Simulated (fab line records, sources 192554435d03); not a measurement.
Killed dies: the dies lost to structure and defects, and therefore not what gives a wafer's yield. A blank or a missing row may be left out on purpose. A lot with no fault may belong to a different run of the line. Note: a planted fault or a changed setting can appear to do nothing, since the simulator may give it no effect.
Matching of chambers || flow n5Finfet || N5_BEOL_M1_ALD_98 on aldSin-01 has 4 sister chambers
The step deposits SiO2, target thk 2.5 nm, pulse time 1 s, co reactant pulse time 1 s. 8 wafers are shown with their chamber, then 12 later ones without.

## EACH WAFER AND ITS CHAMBER
{"wafer": "L084.5", "chamber": 3, "heaterPowerW (W)": 108, "precursorPulseHeightRel": 1.001}
{"wafer": "L084.6", "chamber": 0, "heaterPowerW (W)": 66, "precursorPulseHeightRel": 1.007}
{"wafer": "L087.3", "chamber": 0, "heaterPowerW (W)": 67, "precursorPulseHeightRel": 1.032}
{"wafer": "L088.5", "chamber": 1, "heaterPowerW (W)": 71, "precursorPulseHeightRel": 0.995}
{"wafer": "L088.6", "chamber": 2, "heaterPowerW (W)": 73, "precursorPulseHeightRel": 1.010}
{"wafer": "L089.1", "chamber": 1, "heaterPowerW (W)": 69, "precursorPulseHeightRel": 1.034}
{"wafer": "L089.3", "chamber": 3, "heaterPowerW (W)": 105, "precursorPulseHeightRel": 0.990}
{"wafer": "L089.4", "chamber": 2, "heaterPowerW (W)": 72, "precursorPulseHeightRel": 0.989}

## WAFERS WITHOUT THEIR CHAMBER
{"wafer": "L092.2", "heaterPowerW (W)": 107, "precursorPulseHeightRel": 1.018}
{"wafer": "L092.3", "heaterPowerW (W)": 70, "precursorPulseHeightRel": 0.968}
{"wafer": "L092.6", "heaterPowerW (W)": 70, "precursorPulseHeightRel": 1.001}
{"wafer": "L095.2", "heaterPowerW (W)": 108, "precursorPulseHeightRel": 0.999}
{"wafer": "L095.3", "heaterPowerW (W)": 70, "precursorPulseHeightRel": 1.032}
{"wafer": "L095.5", "heaterPowerW (W)": 73, "precursorPulseHeightRel": 0.995}
{"wafer": "L096.2", "heaterPowerW (W)": 72, "precursorPulseHeightRel": 0.983}
{"wafer": "L096.5", "heaterPowerW (W)": 73, "precursorPulseHeightRel": 0.996}
{"wafer": "L096.6", "heaterPowerW (W)": 108, "precursorPulseHeightRel": 0.966}
{"wafer": "L097.4", "heaterPowerW (W)": 67, "precursorPulseHeightRel": 1.002}
{"wafer": "L097.5", "heaterPowerW (W)": 73, "precursorPulseHeightRel": 0.993}
{"wafer": "L097.6", "heaterPowerW (W)": 106, "precursorPulseHeightRel": 1.020}

## WHICH CHAMBER EACH ONE RAN IN
{"wafer": "L092.2", "from the rows above": 3, "in truth": 3}
{"wafer": "L092.3", "from the rows above": "can't be placed: 2 or 1 or 0", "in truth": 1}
{"wafer": "L092.6", "from the rows above": "can't be placed: 1 or 2", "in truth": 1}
{"wafer": "L095.2", "from the rows above": 3, "in truth": 3}
{"wafer": "L095.3", "from the rows above": "can't be placed: 1 or 2 or 0", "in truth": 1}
{"wafer": "L095.5", "from the rows above": "can't be placed: 2 or 1", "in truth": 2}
{"wafer": "L096.2", "from the rows above": "can't be placed: 2 or 1", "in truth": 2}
{"wafer": "L096.5", "from the rows above": "can't be placed: 2 or 1", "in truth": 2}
{"wafer": "L096.6", "from the rows above": 3, "in truth": 3}
{"wafer": "L097.4", "from the rows above": "can't be placed: 0 or 1", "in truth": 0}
{"wafer": "L097.5", "from the rows above": "can't be placed: 2 or 1", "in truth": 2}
{"wafer": "L097.6", "from the rows above": 3, "in truth": 3}
Correctly placed: 4 of 12. Not placeable from these rows: 8 (in 8, the candidates include the true chamber). Number placed wrongly: 0.
How it was worked out, from the rows above alone: a wafer's distance from a chamber is the root of the sum, over the readings, of the square of ((its reading less the chamber's mean) divided by the reading's scatter). The wafer belongs to the nearest chamber; if the next one is less than 2 further off, it can't be placed. Each chamber's mean is taken over the wafers shown for it. How the scatter is found: for the shown wafers, subtract from each reading the mean of its chamber, square and add these, divide the total by (wafers less chambers), then take the root.
